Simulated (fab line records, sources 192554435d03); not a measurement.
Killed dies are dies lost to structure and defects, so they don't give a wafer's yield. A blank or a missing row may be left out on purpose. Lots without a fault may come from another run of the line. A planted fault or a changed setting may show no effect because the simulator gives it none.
Which tool did it? | flow n5_finfet | 11 lots, 33 wafers sampled, at 4 steps of a route of 1938

WHAT THE GAUGES READ, wafer by wafer
N5_MIM_TOP_LITHO_OVL_MEAS_11. Usual: MIM_TOP_OVL -4 nm, standard deviation 5.3.
lot  | measured     | on         | MIM_TOP_OVL (nm) | flag
L107 | day 13 16:01 | overlay-01 | -3 -4 5          |
L108 | day 14 12:50 | overlay-02 | -3 -5 -1         |
L109 | day 14 15:50 | overlay-01 | -6 -15 -14       |
L110 | day 14 15:40 | overlay-01 | -3 4 -4          |
L111 | day 15 00:44 | overlay-01 | 5 -8 -3          |
L112 | day 15 00:54 | overlay-02 | 1 3 0            |
L113 | day 15 18:58 | overlay-01 | 4 1 -4           |
L114 | day 15 08:02 | overlay-01 | -5 -4 -3         |
L127 | day 20 13:44 | overlay-02 | -5 -10 -8        |
L129 | day 19 18:40 | overlay-01 | -5 -13 -7        |
L130 | day 20 02:23 | overlay-02 | -5 -4 -14        |

N5_PASSIVATION_OVL_MEAS_66. Usual: PASS_OPEN_OVL -2 nm, standard deviation 5.
lot  | measured     | on         | PASS_OPEN_OVL (nm) | flag
L107 | day 14 00:22 | overlay-02 | 7 0 -1             |
L108 | day 14 22:13 | overlay-01 | -2 -11 -2          |
L109 | day 15 02:13 | overlay-01 | -3 -5 -1           |
L110 | day 15 02:11 | overlay-01 | 0 -1 2             |
L111 | day 15 09:40 | overlay-02 | -2 5 6             |
L112 | day 15 09:55 | overlay-01 | 1 -1 0             |
L113 | day 16 00:52 | overlay-01 | -2 0 3             |
L114 | day 15 14:17 | overlay-02 | -11 -10 -14        |
L127 | day 20 19:32 | overlay-01 | -4 -6 -7           |
L129 | day 20 04:01 | overlay-01 | 0 -1 -4            |
L130 | day 20 10:05 | overlay-02 | -8 -7 -8           |

WHICH TOOL RAN EACH LOT (tool, then ch and the chambers of the sampled wafers, then the start)
lot  | N5_PMOS_HMC_CHANNEL_EPI_ETCH_38 | N5_BEOL_M14_SPUTTER_43
L107 | rie_si-05 ch 0,3, day 1 19:15   | pvd_sputter-02, day 13 02:58
L108 | rie_si-03 ch 0,2,3, day 2 01:57 | pvd_sputter-02, day 14 02:33
L109 | rie_si-06 ch 0,1,2, day 2 06:32 | pvd_sputter-02, day 14 06:26
L110 | rie_si-03 ch 0,1, day 2 11:32   | pvd_sputter-02, day 14 04:53
L111 | rie_si-06 ch 0,2,3, day 2 17:40 | pvd_sputter-02, day 14 11:46
L112 | rie_si-03 ch 0,1,3, day 2 23:28 | pvd_sputter-02, day 14 12:17
L113 | rie_si-05 ch 0,1,3, day 3 05:31 | pvd_sputter-03, day 15 07:53
L114 | rie_si-03 ch 0,1,2, day 3 11:55 | pvd_sputter-03, day 14 18:54
L127 | rie_si-03 ch 1,2,3, day 6 17:37 | pvd_sputter-03, day 20 02:54
L129 | rie_si-06 ch 0,2,3, day 7 05:49 | pvd_sputter-03, day 19 01:53
L130 | rie_si-05 ch 1,2,3, day 7 12:14 | pvd_sputter-03, day 19 16:53
- N5_PMOS_HMC_CHANNEL_EPI_ETCH_38: etches SiO2 in CF4, target depth 1.5 nm.
- N5_BEOL_M14_SPUTTER_43: material TaN, target thk 15 nm, time 24.19 s.

WHAT THE TOOLS THEMSELVES READ (means of the sampled wafers that have a number; where no wafer has one, the mark that the record gives instead)
N5_PMOS_HMC_CHANNEL_EPI_ETCH_38. Usual: drypump_motor_current_A 5.6 A, standard deviation 0.57; oes_product_au 1.007 a.u., standard deviation 0.018; throttle_valve_pct 21.82 %, standard deviation 0.24.
lot  | tool      | drypump_motor_current_A (A) | oes_product_au (a.u.) | throttle_valve_pct (%) | flag
L107 | rie_si-05 | 6.0                         | 0.993                 | 21.92                  |
L108 | rie_si-03 | 5.5                         | 1.022                 | 21.89                  |
L109 | rie_si-06 | 5.4                         | 1.009                 | 21.62                  |
L110 | rie_si-03 | 5.9                         | 1.006                 | 21.82                  |
L111 | rie_si-06 | 5.4                         | 1.010                 | 21.68                  |
L112 | rie_si-03 | 5.4                         | 1.015                 | 21.98                  |
L113 | rie_si-05 | 5.6                         | 1.009                 | 22.02                  |
L114 | rie_si-03 | 6.0                         | 1.015                 | 21.73                  |
L127 | rie_si-03 | 5.9                         | 1.015                 | 21.84                  |
L129 | rie_si-06 | 5.4                         | 1.006                 | 21.68                  |
L130 | rie_si-05 | 5.4                         | 0.991                 | 21.84                  |

N5_BEOL_M14_SPUTTER_43. Usual: bias_v 168.8 V, standard deviation 1.8; substrate_temp_c 50.00 C, standard deviation 0.11; throttle_valve_pct 29.7 %, standard deviation 1.1.
lot  | tool           | bias_v (V) | substrate_temp_c (C) | throttle_valve_pct (%) | flag
L107 | pvd_sputter-02 | 168.6      | 50.04                | 30.1                   |
L108 | pvd_sputter-02 | 168.6      | 49.87                | 30.1                   |
L109 | pvd_sputter-02 | 168.9      | 49.91                | 29.7                   |
L110 | pvd_sputter-02 | 170.0      | 50.06                | 29.3                   |
L111 | pvd_sputter-02 | 170.8      | 49.94                | 30.1                   |
L112 | pvd_sputter-02 | 168.4      | 49.94                | 30.5                   |
L113 | pvd_sputter-03 | 169.4      | 50.07                | 29.2                   |
L114 | pvd_sputter-03 | 168.2      | 50.06                | 29.8                   |
L127 | pvd_sputter-03 | 168.0      | 50.06                | 29.3                   |
L129 | pvd_sputter-03 | 168.5      | 50.05                | 29.2                   |
L130 | pvd_sputter-03 | 169.4      | 50.07                | 28.7                   |

THE ANSWER, worked out from the rows above alone
Rule: a lot is off if the mean of its wafers that have a number lies more than 3 standard deviations from the usual mean. A lot without any number at a reading at which 4 lots or more have one is off too. The other lots that the step has rows for count as sound. The gauges are gone through in route order, then the tools' own readings, and for those a lot's mean is taken as printed above. The first step at which some lot is off is used, and at that step the reading that is off furthest; a lot without a number counts as furthest.
No lot is off at any reading shown: from this, nothing can be told.

WHAT THE SIMULATOR HAD PUT IN
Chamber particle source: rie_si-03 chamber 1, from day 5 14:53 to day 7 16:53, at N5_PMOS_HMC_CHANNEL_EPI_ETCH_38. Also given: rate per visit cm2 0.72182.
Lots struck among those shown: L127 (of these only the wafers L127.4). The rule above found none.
